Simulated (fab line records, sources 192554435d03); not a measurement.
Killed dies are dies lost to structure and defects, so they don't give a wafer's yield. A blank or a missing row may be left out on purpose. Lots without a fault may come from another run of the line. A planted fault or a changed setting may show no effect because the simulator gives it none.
Problem report in the 8D (eight disciplines) form, filled by code | flow n5_finfet | the parts of the form that need people (team, actions taken, sign-off) are left out

1. THE PROBLEM
raw_defect_count at N5_BEOL_M3_INSPECT_59 reads a mean of 487 on 1 wafer of 1 lot; wafers without a fault read 68 with a standard deviation of 25. That is +17 standard deviations from the usual mean.
The step: inspects for defects (darkfield).
First seen on wafer L232.6, day 9 23:13, on defect_inspect-01. The record holds 24 wafers of 8 lots with a number at this step. Rule for "out", or "out of limits": more than 4 standard deviations from the usual mean. The other wafers with a number count as sound.

2. WHAT IT IS AND WHAT IT IS NOT
question                    | is                | is not
which readings at this step | raw_defect_count  | -
which lots                  | L232              | L226, L227, L229, L231, L238, L241, L243
which wafers of those lots  | L232.6            | L232.1, L232.5
read on which gauges        | defect_inspect-01 | defect_inspect-02
when                        | from day 9 23:13  | up to then (14 sound wafers); but 9 sound wafers of L238, L241, L243 came after

3. SUSPECTS, AND WHAT RULES EACH OUT
Counting: a tool at a process step up to the reading stays a suspect if it ran every lot that is out. Sound lots after the first of them don't rule it out here, since some wafers of a struck lot are sound.
- the gauge at N5_BEOL_M3_INSPECT_59: ruled out. All the wafers that are out were read on defect_inspect-01, but those of them that N5_BEOL_M4_INSPECT_13 has rows for are out there too, on other tools.
- cmp-02 at N5_BEOL_M3_CMP_52 (polishes, stops on SiOC, t overpolish 6.8 s, target thk 40 nm): kept. It ran the lot that is out, L232 (day 9 22:41); its last sound lot up to then is L231 (day 9 16:44).
- pecvd-01 at N5_BEOL_M3_DEP_57 (deposits SiCN from 3MS/NH3, target thk 8 nm, time 14 s): kept. It ran the lot that is out, L232 (day 9 23:07).
- Within cmp-02 at N5_BEOL_M3_CMP_52: the wafers that are out ran in chamber 1; their sound lot-mates ran in chambers 2, 3.
Left after counting: cmp-02 at N5_BEOL_M3_CMP_52, pecvd-01 at N5_BEOL_M3_DEP_57.

4. THE CAUSE (what the simulator had put in)
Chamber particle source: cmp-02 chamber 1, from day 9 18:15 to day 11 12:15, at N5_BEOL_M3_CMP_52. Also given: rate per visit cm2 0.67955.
Counting left 2 suspects, and this tool is among them.

5. THE CHAIN OF EFFECTS, in route order
Each row: a reading whose mean over the struck wafers that have a number lies more than 3 standard deviations from the usual. Only readings for which the record gives a usual standard deviation are gone through. hours: the time from each lot's start at the first step in this table that gives one to its start at this step, as a median over the lots. sigmas: the change in usual standard deviations.
hours | step                    | reading              | usual  | on struck wafers | change | sigmas
0     | N5_BEOL_M3_INSPECT_59   | raw_defect_count     | 68     | 487              | +419   | +17
1     | N5_BEOL_M4_INSPECT_13   | raw_defect_count     | 433    | 881              | +448   | +4.5
2     | N5_BEOL_M4_INSPECT_30   | raw_defect_count     | 451    | 975              | +524   | +4.8
122   | N5_PASSIVATION_PROBE_49 | defect_limited_yield | 91.1 % | 65.6             | -25.5  | -20
122   | N5_PASSIVATION_PROBE_49 | killed_at_M0_to_M3   | 34     | 353              | +319   | +32
122   | N5_PASSIVATION_PROBE_49 | killed_dies          | 105    | 406              | +301   | +20
122   | N5_PASSIVATION_PROBE_49 | killed_on_rim        | 14     | 63               | +49    | +12
122   | N5_PASSIVATION_PROBE_49 | sort_bin_5_function  | 5.3 %  | 20.7             | +15.4  | +19
122   | N5_PASSIVATION_PROBE_49 | sort_bin_6_memory    | 3.3 %  | 11.9             | +8.6   | +11
122   | N5_PASSIVATION_PROBE_49 | sort_n_pass          | 1075   | 774              | -301   | -20
122   | N5_PASSIVATION_PROBE_49 | sort_yield_pct       | 91.1 % | 65.6             | -25.5  | -20
The process steps in it:
- N5_PASSIVATION_PROBE_49
Later measuring or inspecting steps at which every struck wafer that the step has a row for has a number for every such reading, and none has moved that far: N5_BEOL_M4_THK_MEAS_01, N5_BEOL_M4_RC_MEAS_101.

6. WHAT WOULD HAVE CAUGHT IT SOONER
In this record the first reading out of limits at a measuring or inspecting step was taken at day 9 23:13, 5 hours after the fault began at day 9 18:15.
Of the tool readings at N5_BEOL_M3_CMP_52 for which the record gives a usual standard deviation, none was out on any struck wafer, so an alarm limit of 4 standard deviations on them would not have fired.
All the lots that are out (1) had begun N5_BEOL_M3_CMP_52 on cmp-02 by day 9 23:13. A hold on the tool at that time would have spared none of them.
